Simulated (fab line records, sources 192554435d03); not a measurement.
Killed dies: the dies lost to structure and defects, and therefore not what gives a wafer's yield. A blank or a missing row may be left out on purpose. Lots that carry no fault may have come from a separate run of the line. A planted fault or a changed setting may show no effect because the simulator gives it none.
A struck lot beside a sound one	flow n5 finfet	36 out of 1938 route steps
Sound: wafers L614.4, L614.5, L614.6. Struck: wafers L605.2, L605.3, L605.5. The cause comes at the end.
Each step with rows lists, per side, the tool, then ch with its chambers, then its first start. Under that, the readings that differ: sound wafers	struck wafers	difference of the means	sigmas: that difference in standard deviations of wafers without a fault.
alike: readings whose means differ by less than 2 such deviations, and words and numbers that are the same on both sides. not compared: withheld readings, readings that some wafer has no value for, bounds like >300 that may hide the same value, and numbers for which the record gives no deviation and whose values overlap.
A row with sigmas, a row that says differs or no value, or rows on one side alone: a step with any of these is where the two part. When numbers do not overlap yet have no deviation, they are printed without sigmas and do not part them. A reading missing from all wafers of one side parts the sides only when that side holds two or more wafers.

first, 9 steps without rows for these wafers: N5_BEOL_M4_ANNEAL_95 (time 240 s); N5_BEOL_M4_SPUTTER_96 (material Cu, target thk 4.5 nm, time 8.29 s); N5_BEOL_M4_ECD_50 (material Cu, target thk 300 nm); N5_BEOL_M4_ANNEAL_51 (time 90 s); N5_BEOL_M4_CMP_52 (polishes, stops on SiOC, t overpolish 6.8 s, target thk 40 nm); N5_BEOL_M4_PRE_CLEAN_60 (time 15 s); N5_BEOL_M4_CO_CAP_55 (material Co, precursor CCTBA/H2, target thk 2 nm, time 102.1 s); N5_BEOL_M4_PRE_CLEAN_56 (time 15 s); N5_BEOL_M4_DEP_57 (deposits SiCN from 3MS/NH3, target thk 8 nm, time 14 s).
N5_BEOL_M4_RC_MEAS_101:
  sound on prober-01 ch 0, day 12 14:20; struck on prober-01 ch 0, day 10 09:01
reading	sound	struck	difference	sigmas
DIBL_N (mV/V)	34.5 34.4 35.0	37.6 38.8 37.2	+3.2	+2
IOFF_P (nA/um)	0.15 0.17 0.15	0.27 0.31 0.27	+0.13	+4
ION_P (uA/um)	450 460 445	470 468 466	+16	+3
VT_P (mV)	-256 -259 -257	-244 -244 -244	+13	+4
  alike: DIBL_P, IOFF_N, ION_N, SS_N, SS_P, VT_N
then, 24 steps without rows for these wafers: N5_BEOL_M5_ILD_DEP_00 (deposits SiCOH lowk from DEMS/porogen, target thk 140.64 nm, time 25.9 s); N5_BEOL_M5_CURE_79 (cures SiCOH lowk, time 240 s); N5_BEOL_M5_PECVD_70 (deposits SiO2 from TEOS/O2, target thk 16 nm, time 18 s); N5_BEOL_M5_HM_DEP_02 (deposits TiN, target thk 20 nm); N5_BEOL_M5_COAT_59 (time 60 s, resist thk 60 nm); N5_BEOL_M5_COAT_60 (time 60 s, resist thk 12 nm); N5_BEOL_M5_COAT_71 (time 60 s, resist thk 5 nm); N5_BEOL_M5_COAT_05 (resist thk 30 nm); N5_BEOL_M5_EBR_07; N5_BEOL_M5_SOFTBAKE_06 (time 60 s); N5_BEOL_M5_EXPOSE_08 (exposes mask M5, target cd 28 nm); N5_BEOL_M5_PEB_09 (peb time 60 s); N5_BEOL_M5_DEVELOP_10 (develop time 30 s); N5_BEOL_M5_DESCUM_16 (chemistry O2, time 7 s); N5_BEOL_M5_ETCH_72 (etches underlayer in N2/H2, target depth 6.5 nm, time 5.2 s); N5_BEOL_M5_ETCH_61 (etches SiARC in CF4, target depth 15.6 nm, time 26 s); N5_BEOL_M5_ETCH_62 (etches SOC in N2/H2, target depth 75 nm, overetch 15 nm, time 112.5 s); N5_BEOL_M5_STRIP_63 (strips in N2/H2); N5_BEOL_M5_STRIP_73 (strips in N2/H2); N5_BEOL_M5_STRIP_64 (strips in CF4); N5_BEOL_M5_HM_OPEN_17 (chemistry Cl2/BCl3, target TiN, target depth 20 nm, overetch 6 nm); N5_BEOL_M5_STRIP_19 (strips in O2); N5_BEOL_M5_COAT_65 (time 60 s, resist thk 60 nm); N5_BEOL_M5_COAT_66 (time 60 s, resist thk 12 nm).
N5_BEOL_M8_DEP_56: deposits SiCN from 3MS/NH3, target thk 10 nm, time 17.5 s.
  sound on pecvd-02 ch 0,1,2, day 14 12:37; struck on pecvd-01 ch 1,2, day 12 00:13
  no value came back on the struck wafers for chamber pressure Torr (Torr), rf fwd power W (W), showerhead plenum p Torr (Torr), throttle valve pct (%); on the sound wafers chamber pressure Torr (Torr) reads 2.999 2.989 2.996
-- a jump in the record: the struck wafers' starts before and after are 3 days apart (it breaks off in module BEOL_M8 and resumes in module PASSIVATION, where the first step shown is number 1936 of the route) --
N5_PASSIVATION_PROBE_49:
  sound: prober-01 at day 17 18:22; struck: prober-02 at day 14 16:23
reading	sound	struck	difference	sigmas
defect limited yield (%)	92.9	0 0 0	-93	-62
killed_at_M4_up	16	1076 1098 1076	+1067	+99 or more
killed dies	84	1180 1180 1180	+1096	+64
killed on rim	11	152 152 152	+141	+32
killed short	17	50 35 32	+22	+3
sort_bin_5_function (%)	4.4	95.8 96.6 96.0	+91.7	+98
sort n pass	1096	0 0 0	-1096	-64
sort yield pct (%)	92.9	0 0 0	-93	-62
  alike: killed_at_M0_to_M3, killed at contacts, killed at front end, killed at other, killed open, sort_bin_6_memory

== WHERE THEY PART ==
At N5_BEOL_M4_RC_MEAS_101 first; at N5_PASSIVATION_PROBE_49 last (within this record only).

WHY: what had been put in by the simulator
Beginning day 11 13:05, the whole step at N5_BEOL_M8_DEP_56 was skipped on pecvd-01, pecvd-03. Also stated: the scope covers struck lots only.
